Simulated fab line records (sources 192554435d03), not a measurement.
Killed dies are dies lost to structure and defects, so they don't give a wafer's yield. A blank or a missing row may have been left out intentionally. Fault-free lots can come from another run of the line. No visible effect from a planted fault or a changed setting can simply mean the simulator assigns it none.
A lot that was struck, set against a sound lot || flow n5Finfet || 16 out of 1938 route steps
Sound: the wafers L107.1, L107.2, L107.3. Struck: wafer L118.5 (left out: L118.3, L118.4 of the same lot, which were not struck); the cause appears at the end.
Each step with rows lists, per side, the tool, then ch with its chambers, then its first start. Under that, the readings that differ: sound wafers || struck wafers || difference of the means || sigmas: that difference in standard deviations of wafers without a fault.
alike: readings whose means differ by less than 2 such deviations, and words and numbers that are the same on both sides. not compared: withheld readings, readings that some wafer has no value for, bounds like >300 that may hide the same value, and numbers for which the record gives no deviation and whose values overlap.
A row with sigmas, a row that says differs or no value, or rows on one side alone: a step with any of these is where the two part. Non-overlapping numbers with no deviation appear without sigmas and do not part them. A reading that every wafer of one side lacks parts them only if that side has two wafers or more.

first, 1 step without rows for these wafers: N5_GATE_CUT_STRIP_42 (strips in O2).
N5_GATE_CUT_ETCH_19: etches SiNx in CH3F/O2, target depth 53.7 nm, time 76.7 s.
  sound on rieDiel-04 ch 0,1,3, day 4 14:24; struck on rieDiel-04 ch 2, day 7 07:34
{"reading": "etchRfOnTimeS (s)", "sound": "77.8 78.5 76.6", "struck": 74.4, "difference": -3.2, "sigmas": -2}
{"reading": "oesProductAu (a.u.)", "sound": "0.62 0.60 0.61", "struck": 0.78, "difference": "+0.17", "sigmas": "+2"}
{"reading": "showerheadPlenumPTorr (Torr)", "sound": "2.07 2.07 2.06", "struck": 1.95, "difference": -0.12, "sigmas": -2}
{"reading": "throttleValvePct (%)", "sound": "16.5 16.6 16.5", "struck": 15.7, "difference": -0.8, "sigmas": -3}
  alike: O2_flow_sccm, drypumpMotorCurrentA, rfVppV
  not compared: rfHoursCounterH
then, 1 step without rows for these wafers: N5_GATE_CUT_CUT_ETCH_53 (etches W in SF6/Cl2, target depth 79.2 nm).
N5_GATE_CUT_CUT_ETCH_54: etches TiN in Cl2/BCl3, target depth 96.7 nm.
  sound on rieMetal-03 ch 0,1, day 4 14:35; struck on rieMetal-02 ch 0, day 7 07:44
  alike: drypumpMotorCurrentA, etchRfOnTimeS, oesProductAu, throttleValvePct
  not compared: rfHoursCounterH
then, 3 steps without rows for these wafers: N5_GATE_CUT_CUT_ETCH_55 (etches HfO2 in BCl3, target depth 3.2 nm); N5_GATE_CUT_ETCH_47 (etches SiO2 in Cl2/BCl3, target depth 10 nm); N5_GATE_CUT_VAPOR_ETCH_48 (etches TiN in BCl3/Cl2).
N5_GATE_CUT_VAPOR_ETCH_49: etches TiAlC in BCl3/Cl2.
  sound on rieMetal-03 ch 0,1, day 4 14:44; struck on rieMetal-02 ch 0, day 7 07:53
  alike: drypumpMotorCurrentA, oesProductAu
N5_GATE_CUT_VAPOR_ETCH_51: etches HfO2 in BCl3/Cl2.
  sound on rieMetal-03 ch 0,1, day 4 14:46; struck on rieMetal-02 ch 0, day 7 07:55
  alike: drypumpMotorCurrentA, oesProductAu
N5_GATE_CUT_STRIP_21: strips in N2/H2, time 30 s.
  sound on plasmaAsher-02 ch 0,1, day 4 14:49; struck on plasmaAsher-02 ch 0, day 7 07:59
  alike: drypumpMotorCurrentA, heaterPowerW, n2FlowSccm
  not compared: rfHoursCounterH
then, 2 steps without rows for these wafers: N5_GATE_CUT_STRIP_29 (strips in post etch residue remover, time 60 s); N5_GATE_CUT_SRD_52 (time 30 s).
N5_GATE_CUT_ALD_22: deposits SiNx, target thk 16 nm, pulse time 1 s, ald cycles 320.
  sound on aldSin-02 ch 0,1,2, day 4 14:58; struck on aldSin-02 ch 2, day 7 08:07
{"reading": "aldCycles", "sound": "320 320 320", "struck": 352, "difference": "+32", "sigmas": ""}
{"reading": "model.SiNx_of_GATE_CUT_ALD_22.thkNm (nm)", "sound": "16 16 16", "struck": 17.6, "difference": "+1.6", "sigmas": ""}
  alike: heaterPowerW, precursorPulseHeightRel
then, 1 step without rows for these wafers: N5_GATE_CUT_CMP_23 (polishes, stops on SiO2, t overpolish 23.4 s, target thk 16 nm).
-- record jumps: 4 days separate the struck wafers' starts on either side; left off in module GATE_CUT, taken up again in module BEOL_M4, whose first shown step is the route's number 1111 --
N5_BEOL_M4_RC_MEAS_101:
  sound on prober-02 ch 0, day 8 11:53; struck on prober-01 ch 0, day 10 22:16
{"reading": "VT_P (mV)", "sound": "-258.2 -258.4 -254.6", "struck": -249.5, "difference": "+7.6", "sigmas": "+3"}
  alike: DIBL_N, DIBL_P, IOFF_N, IOFF_P, ION_N, ION_P, SS_N, SS_P, VT_N
N5_PASSIVATION_PROBE_49:
  the record has rows for the sound wafers here (prober-02, day 12 13:05) and none for the struck ones

== WHERE THEY PART ==
First at N5_GATE_CUT_ETCH_19; last, within this record, at N5_PASSIVATION_PROBE_49.

WHY: whatever the simulator had introduced
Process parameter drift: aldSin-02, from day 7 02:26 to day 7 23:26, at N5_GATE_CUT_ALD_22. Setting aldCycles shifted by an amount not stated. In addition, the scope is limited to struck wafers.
